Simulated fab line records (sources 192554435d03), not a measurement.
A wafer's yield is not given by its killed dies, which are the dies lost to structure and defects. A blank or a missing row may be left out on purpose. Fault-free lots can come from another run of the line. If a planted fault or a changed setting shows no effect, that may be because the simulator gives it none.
Lot-split experiment -- flow n5-finfet -- 7 lots, 21 wafers read, on a route of 1938 steps

## ON THE SPLIT
At N5_ZERO_LAYER_PECVD_02 (deposits SiO2 from SiH4/N2O, target thk 10 nm, time 6 s), the setting time-s was moved away from the recipe's 6 s on 7 of the 21 wafers read, by -13.9% to +11.2%. All remaining wafers had this setting at the recipe value.

Reading taken at the split's own step.

## THE READING
SiO2_of_ZERO_LAYER_PECVD_02.thk-nm (the simulator's own value, which no gauge read), in nm, at N5_ZERO_LAYER_PECVD_02 (deposits SiO2 from SiH4/N2O, target thk 10 nm, time 6 s). No usual value for it is given in the file. Average 10.001 nm, standard deviation 0.12 nm, over the 14 wafers here run with the recipe.

wafer,"tool, chamber at the split","time-s as run, s",against the recipe,"SiO2_of_ZERO_LAYER_PECVD_02.thk-nm, nm",against lot-mates on the recipe
L075.1,"pecvd-03, 2",5.169,-13.9%,8.421,-1.538
L075.4,"pecvd-03, 0",6,recipe,9.929,-
L075.5,"pecvd-03, 1",6,recipe,9.988,-
L076.1,"pecvd-02, 1",6,recipe,9.978,-
L076.4,"pecvd-02, 1",6,recipe,9.901,-
L076.5,"pecvd-02, 0",6,recipe,10.07,-
L084.1,"pecvd-03, 2",6,recipe,9.892,-
L084.4,"pecvd-03, 2",6.672,+11.2%,11.35,+1.244
L084.5,"pecvd-03, 1",6,recipe,10.32,-
L091.3,"pecvd-03, 1",6,recipe,10.01,-
L091.4,"pecvd-03, 2",6,recipe,9.996,-
L091.5,"pecvd-03, 1",6,recipe,9.984,-
L094.1,"pecvd-02, 1",5.291,-11.8%,8.913,-1.217
L094.4,"pecvd-02, 0",5.291,-11.8%,8.786,-1.344
L094.6,"pecvd-02, 2",6,recipe,10.13,-
L095.1,"pecvd-03, 1",6,recipe,10.11,-
L095.2,"pecvd-03, 2",6.524,+8.7%,10.97,+0.860
L095.5,"pecvd-03, 2",6.524,+8.7%,11.09,+0.980
L097.1,"pecvd-04, 1",6,recipe,9.876,-
L097.2,"pecvd-04, 0",5.426,-9.6%,9.038,-0.814
L097.3,"pecvd-04, 2",6,recipe,9.829,-

FIT RESULTS
A straight line over all 21 wafers: SiO2_of_ZERO_LAYER_PECVD_02.thk-nm changes by +0.109 nm for each +1% of time-s; r = +0.99; the points scatter about the line by 0.12 nm.
The same after taking each lot's own level away (the mean of its wafers on the recipe; 21 wafers): +0.106 nm for each +1%; r = +0.99; scatter 0.095 nm.
Per that fit: largest time-s move, reading shift of 1.5 nm.
The lots' own levels span 9.8525 to 10.1300 nm, that is 2.3 times the standard deviation above.
So the lot-to-lot level changes the slope little: the two slopes agree.
Check: with one of the wafers moved furthest among these (-13.9%) left out of the fit, the line predicts -1.44 nm for it against its lot-mates. It came out at -1.54 nm against them.

## FILE'S OWN FIT
SiO2_of_ZERO_LAYER_PECVD_02.thk-nm changes by +0.106 nm for each +1% of time-s, r = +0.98.
